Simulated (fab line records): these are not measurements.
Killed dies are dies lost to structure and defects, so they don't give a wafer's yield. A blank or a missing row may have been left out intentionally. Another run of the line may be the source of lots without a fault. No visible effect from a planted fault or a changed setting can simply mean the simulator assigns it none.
Matching of chambers :: flow nandHarc :: NHARC_THIN_TSV_DEP_47 on pecvd-03: 3 sister chambers
The step deposits SiO2, target thk 200 nm. 6 wafers are shown with their chamber, then 7 later ones without.

WAFERS WITH THEIR CHAMBER
wafer: L841.6
chamber: 2
throttleValvePct (%): 15.7

wafer: L844.6
chamber: 0
throttleValvePct (%): 16.4

wafer: L846.1
chamber: 0
throttleValvePct (%): 16.4

wafer: L846.2
chamber: 1
throttleValvePct (%): 16.7

wafer: L846.4
chamber: 1
throttleValvePct (%): 16.8

wafer: L851.6
chamber: 2
throttleValvePct (%): 16.2

WAFERS WITH NO CHAMBER GIVEN
wafer: L853.6
throttleValvePct (%): 16.4

wafer: L857.1
throttleValvePct (%): 16.4

wafer: L857.2
throttleValvePct (%): 16.5

wafer: L857.3
throttleValvePct (%): 15.1

wafer: L858.3
throttleValvePct (%): 16.2

wafer: L858.4
throttleValvePct (%): 16.5

wafer: L858.6
throttleValvePct (%): 15.3

WHICH CHAMBER EACH WENT THROUGH
wafer: L853.6
from the rows above: can't be placed: 0 or 1
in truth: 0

wafer: L857.1
from the rows above: can't be placed: 0 or 1
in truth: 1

wafer: L857.2
from the rows above: can't be placed: 0 or 1
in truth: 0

wafer: L857.3
from the rows above: 2
in truth: 2

wafer: L858.3
from the rows above: can't be placed: 0 or 2 or 1
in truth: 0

wafer: L858.4
from the rows above: can't be placed: 0 or 1
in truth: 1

wafer: L858.6
from the rows above: 2
in truth: 2
2 of 7 placed correctly. Unplaceable from these rows: 5, with the true chamber sitting among the candidates in 5. Number placed wrongly: 0.
How it was worked out, from the rows above alone: a wafer's distance from a chamber is the root of the sum, over the readings, of the square of ((its reading less the chamber's mean) divided by the reading's scatter). If the next closest chamber is less than 2 further off than the closest, the wafer can't be placed; otherwise it belongs to the closest. The mean given for a chamber averages the wafers shown for that chamber. The scatter: take each reading less its chamber's mean, square it, sum over the shown wafers, divide by the number of wafers less the number of chambers, and take the root.
